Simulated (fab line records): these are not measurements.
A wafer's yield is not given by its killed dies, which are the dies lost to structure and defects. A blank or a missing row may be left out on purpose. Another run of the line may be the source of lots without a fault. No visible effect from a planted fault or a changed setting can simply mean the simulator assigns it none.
Check of tool commonality :: flow nand_harc :: 2 lots, 6 wafers sampled

## WHAT PROMPTED THE OPENING
Flagged at NHARC_END_SORT_01: reading killed_at_array, on 2 of 2 lots. Wafers without a fault read 27, standard deviation 11.
Rule: a lot is flagged when every wafer of it that has a number lies more than 4 standard deviations from that mean, or none has a number. As for the other lots, they are considered sound.

lot: L187
measured: day 22 08:10
on: prober-01
killed_at_array, wafer by wafer: 97 78 108
flag: FLAGGED

lot: L191
measured: day 22 18:27
on: prober-02
killed_at_array, wafer by wafer: 110 99 101
flag: FLAGGED
Average over the flagged lots: 99; offset from the usual +72, equal to +7 standard deviations.

## WHICH TOOL RAN EACH LOT
Before the reading, the record contains 2 process steps out of a 1159-step route. Read each cell as the tool, then ch plus the chambers that the sampled wafers visited, then the start.
lot: L187
flag: FLAGGED
NHARC_A_STAIRCASE_ETCH_17: rie_diel-12 ch 1,2,3, day 13 23:45
NHARC_THIN_TSV_PRE_CLEAN_54: pvd_sputter-03, day 21 21:28

lot: L191
flag: FLAGGED
NHARC_A_STAIRCASE_ETCH_17: rie_diel-12 ch 1,3, day 14 09:31
NHARC_THIN_TSV_PRE_CLEAN_54: pvd_sputter-03, day 22 03:44
What these steps do:
- NHARC_A_STAIRCASE_ETCH_17: etches the open film in C4F8/O2, target depth 100 nm, time 40.5 s.
- NHARC_THIN_TSV_PRE_CLEAN_54: time 30 s.
- NHARC_END_SORT_01

## FLAGGED OVER TOTAL, TOOL BY TOOL (the gauges that took the reading come last)
step: NHARC_A_STAIRCASE_ETCH_17
tool: rie_diel-12
lots run: 2
flagged: 2
share of the flagged lots: all
sound lots run after its first flagged lot: 0

step: NHARC_THIN_TSV_PRE_CLEAN_54
tool: pvd_sputter-03
lots run: 2
flagged: 2
share of the flagged lots: all
sound lots run after its first flagged lot: 0

step: NHARC_END_SORT_01
tool: prober-01
lots run: 1
flagged: 1
share of the flagged lots: some
sound lots run after its first flagged lot: 0

step: NHARC_END_SORT_01
tool: prober-02
lots run: 1
flagged: 1
share of the flagged lots: some
sound lots run after its first flagged lot: 0

## WHAT IS ALLOWED BY THE TABLE
Table rows that saw every flagged lot: 2, namely rie_diel-12 at NHARC_A_STAIRCASE_ETCH_17 and pvd_sputter-03 at NHARC_THIN_TSV_PRE_CLEAN_54.
- rie_diel-12 at NHARC_A_STAIRCASE_ETCH_17: 2 of its 2 lots flagged. No sound lot ran on it before its first flagged lot in this sample; the start therefore can't be narrowed down.
- pvd_sputter-03 at NHARC_THIN_TSV_PRE_CLEAN_54: 2 of its 2 lots flagged. No sound lot ran on it before its first flagged lot in this sample; the start therefore can't be narrowed down.
Counting lots can't tell these 2 tools apart, because each fits a fault that began at some hour. More lots, or a look at what each step does to the wafer, might.

## WHAT THE SIMULATOR PUT IN
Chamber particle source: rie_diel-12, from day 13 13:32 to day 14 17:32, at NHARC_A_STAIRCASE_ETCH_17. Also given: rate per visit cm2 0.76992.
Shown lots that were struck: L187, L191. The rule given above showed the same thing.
